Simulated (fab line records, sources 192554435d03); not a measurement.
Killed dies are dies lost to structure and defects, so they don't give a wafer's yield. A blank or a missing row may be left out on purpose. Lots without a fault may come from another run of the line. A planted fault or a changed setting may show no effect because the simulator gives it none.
One fault seen from 2 desks | flow n5_finfet | each desk has only its own numbers; what lay behind them comes last

THE TOOL OWNER'S DESK: plasma_asher-01
The tool's own readings at N5_STI_FIN_REVEAL_OXIDATION_33 (chemistry O2 PLASMA REMOTE, time 20 s): means of the sampled wafers that have a number, for each lot that ran on this tool. A lot is out of limits, marked OUT, if its mean lies more than 4 standard deviations from the usual mean; the brackets give that distance.
Columns: A = drypump_motor_current_A at N5_STI_FIN_REVEAL_OXIDATION_33, usual 6.4 A; B = heater_power_w at N5_STI_FIN_REVEAL_OXIDATION_33, usual 145 W
lot  | first seen here | A   | B
L877 | day 2 20:23     | 6.6 | 140
L878 | day 3 02:29     | 6.3 | 150
L879 | day 3 08:57     | 6.5 | 139
L880 | day 3 14:58     | 6.5 | 139
L890 | day 6 01:51     | 6.4 | 142
This desk's finding: nothing out of limits on any of the 5 lots.

THE METROLOGY DESK
What the gauges read, lot by lot, whatever tool the lot ran on: means of the sampled wafers that have a number. A lot is out of limits, marked OUT, if its mean lies more than 4 standard deviations from the usual mean; the brackets give that distance. Of its 15 readings 7 are shown: those that lie furthest out on some lot.
Columns: A = DIBL_P at N5_BEOL_M4_RC_MEAS_101, usual 35.8 mV/V; B = IOFF_N at N5_BEOL_M4_RC_MEAS_101, usual 0.152 nA/um; C = IOFF_N_85C at N5_BEOL_M4_RC_MEAS_101, usual 3.0 nA/um; D = IOFF_N_LIN at N5_BEOL_M4_RC_MEAS_101, usual 0.072 nA/um; E = IOFF_P at N5_BEOL_M4_RC_MEAS_101, usual 0.204 nA/um; F = IOFF_P_LIN at N5_BEOL_M4_RC_MEAS_101, usual 0.099 nA/um; G = VT_N at N5_BEOL_M4_RC_MEAS_101, usual 250.0 mV
lot  | first seen here | A    | B     | C   | D     | E     | F     | G
L876 | day 8 16:16     | 34.7 | 0.154 | 2.9 | 0.073 | 0.211 | 0.106 | 249.3
L878 | day 8 23:56     | 34.9 | 0.144 | 2.9 | 0.069 | 0.204 | 0.100 | 247.9
L877 | day 9 00:26     | 37.4 | 0.165 | 3.2 | 0.077 | 0.196 | 0.092 | 250.5
L879 | day 9 06:34     | 33.1 | 0.130 | 2.7 | 0.063 | 0.202 | 0.103 | 252.3
L880 | day 9 07:11     | 36.5 | 0.159 | 3.1 | 0.076 | 0.218 | 0.111 | 246.4
L889 | day 11 19:25    | 35.4 | 0.143 | 2.9 | 0.068 | 0.180 | 0.087 | 251.0
L890 | day 12 02:14    | 40.0 | 0.212 | 4.0 | 0.100 | 0.270 | 0.127 | 242.9
L891 | day 12 05:31    | 36.9 | 0.185 | 3.5 | 0.083 | 0.210 | 0.100 | 247.2
This desk's finding: nothing out of limits on any of the 8 lots.

PUT TOGETHER
The tool owner's desk saw nothing out of limits.
The metrology desk saw nothing out of limits.

WHAT THE SIMULATOR HAD PUT IN
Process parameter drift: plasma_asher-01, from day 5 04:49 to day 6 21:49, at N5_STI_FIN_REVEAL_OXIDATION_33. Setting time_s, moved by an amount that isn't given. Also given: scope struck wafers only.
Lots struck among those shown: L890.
